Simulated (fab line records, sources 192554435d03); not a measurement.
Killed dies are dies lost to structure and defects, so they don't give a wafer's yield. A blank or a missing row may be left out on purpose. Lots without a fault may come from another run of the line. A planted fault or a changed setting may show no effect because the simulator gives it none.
A struck lot beside a sound one | flow n5_finfet | 24 steps out of a route of 1938
Sound: wafers L707.1, L707.4, L707.6. Struck: wafers L699.1, L699.4, L699.5. The cause comes at the end.
At each step with rows: each side's tool, then ch and its chambers, then its first start. Under that, the readings that differ: sound wafers | struck wafers | difference of the means | sigmas: that difference in standard deviations of wafers without a fault.
alike: readings whose means differ by less than 2 such deviations, and words and numbers that are the same on both sides. not compared: withheld readings, readings that some wafer has no value for, bounds like >300 that may hide the same value, and numbers for which the record gives no deviation and whose values overlap.
The two part at a step that has a row with sigmas, a row that says differs or no value, or rows on one side only. Numbers that don't overlap but have no deviation are shown without sigmas and don't part them. A reading that every wafer of one side lacks parts them only if that side has two wafers or more.

first, 11 steps without rows for these wafers: N5_GATE_CUT_VAPOR_ETCH_60 (etches HfO2 in BCl3/Cl2); N5_GATE_CUT_ETCH_58 (etches SiNx in CH3F/O2, target depth 17 nm, time 128.6 s); N5_GATE_CUT_STRIP_59 (strips in N2/H2, time 20 s); N5_GATE_CUT_PRECLEAN_31 (cleans in DIW, time 300 s); N5_GATE_CUT_SRD_32 (time 30 s); N5_GATE_CUT_SAC_CAP_01 (material SiNx, target thk 24 nm, pulse time 1 s, ald cycles 480); N5_GATE_CUT_PECVD_57 (deposits SiNx from SiH4/NH3/N2, target thk 21 nm); N5_GATE_CUT_CMP_02 (polishes, stops on SiO2, t overpolish 12.7 s, target thk 0 nm); N5_GATE_CUT_HM_DEP_46 (deposits SiO2 from TEOS/O2, target thk 130 nm, time 26.6 s); N5_GATE_CUT_COAT_34 (time 60 s, resist thk 60 nm); N5_GATE_CUT_COAT_35 (time 60 s, resist thk 10 nm).
N5_GATE_CUT_COAT_27: time 60 s, resist thk 10 nm.
  sound on litho_track-02 ch 0, day 9 23:15; struck on litho_track-03 ch 0, day 7 23:26
  reading                                          | sound                | struck               | difference | sigmas
  dispense_pressure_kPa (kPa)                      | 46.3 46.2 46.3       | 52.8 52.8 52.8       | +6.5       | +2
  spin_speed_rpm (rpm)                             | 1499.4 1500.1 1498.6 | 1821.5 1821.5 1822.5 | +322.5     | +99 or more
  model.underlayer_of_GATE_CUT_COAT_27.thk_nm (nm) | 10 10 10             | 9 9 9                | -1         |
  alike: heater_power_total_W
then, 7 steps without rows for these wafers: N5_GATE_CUT_COAT_07 (resist thk 30 nm); N5_GATE_CUT_EBR_09; N5_GATE_CUT_SOFTBAKE_08 (time 60 s); N5_GATE_CUT_EXPOSE_10 (exposes mask GATE CUT, target cd 20 nm); N5_GATE_CUT_PEB_11 (peb time 60 s); N5_GATE_CUT_DEVELOP_12 (develop time 30 s); N5_GATE_CUT_DESCUM_18 (chemistry O2, time 7 s).
N5_GATE_CUT_ETCH_28: etches underlayer in N2/H2, target depth 13 nm, time 10.4 s.
  sound on rie_diel-02 ch 0,2, day 9 23:47; struck on rie_diel-04 ch 0,3, day 7 23:59
  reading                                       | sound             | struck            | difference | sigmas
  etch_rf_on_time_s (s)                         | 10.94 10.11 10.28 | 9.53 9.47 9.52    | -0.94      | -4
  rf_vpp_V (V)                                  | 525.5 525.6 527.1 | 518.2 523.6 517.9 | -6.2       | -3
  showerhead_plenum_p_Torr (Torr)               | 2.63 2.59 2.59    | 2.36 2.51 2.37    | -0.19      | -2
  model.CAR-EUV_of_GATE_CUT_COAT_07.thk_nm (nm) | 14.6 14.6 14.6    | 15.6 15.8 15.6    | +1.1       |
  model.etch.depth_nm (nm)                      | 10.03 10.04 10.06 | 9.015 9.018 9.019 | -1.026     |
  alike: drypump_motor_current_A, oes_product_au, throttle_valve_pct
  not compared: rf_hours_counter_h
N5_GATE_CUT_ETCH_36: etches SiARC in CF4, target depth 13 nm, time 21.7 s.
  sound on rie_diel-02 ch 0,2, day 9 23:49; struck on rie_diel-04 ch 0,3, day 8 00:00
  reading                                       | sound             | struck            | difference | sigmas
  rf_vpp_V (V)                                  | 185.1 185.5 184.7 | 180.0 184.0 181.3 | -3.3       | -3
  showerhead_plenum_p_Torr (Torr)               | 2.21 2.20 2.20    | 1.98 2.13 1.98    | -0.17      | -3
  model.CAR-EUV_of_GATE_CUT_COAT_07.thk_nm (nm) | 7 7 7             | 8 8.2 8           | +1         |
  alike: cf4_flow_sccm, drypump_motor_current_A, etch_rf_on_time_s, mfc_ar_sccm, oes_product_au, throttle_valve_pct
  not compared: rf_hours_counter_h
then, 1 step without rows for these wafers: N5_GATE_CUT_ETCH_37 (etches SOC in N2/H2, target depth 60 nm, overetch 12 nm, time 90 s).
-- the record jumps here: 4 days lie between the struck wafers' starts before and after (it left off in module GATE_CUT and takes up again in module BEOL_M4, whose first step shown is number 1111 of the route) --
N5_BEOL_M4_RC_MEAS_101:
  sound on prober-01 ch 0, day 13 21:15; struck on prober-02 ch 0, day 11 17:36
  alike: DIBL_N, DIBL_P, IOFF_N, IOFF_P, ION_N, ION_P, SS_N, SS_P, VT_N, VT_P
then, 1 step without rows for these wafers: N5_PASSIVATION_PROBE_49.

WHERE THEY PART
First at N5_GATE_CUT_COAT_27; last, within this record, at N5_GATE_CUT_ETCH_36. Later steps at which nothing parts them and some readings are alike: N5_BEOL_M4_RC_MEAS_101.

WHY: what the simulator had put in
Process parameter drift: litho_track-03, from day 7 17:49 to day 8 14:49, at N5_GATE_CUT_COAT_27. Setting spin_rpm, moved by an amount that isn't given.
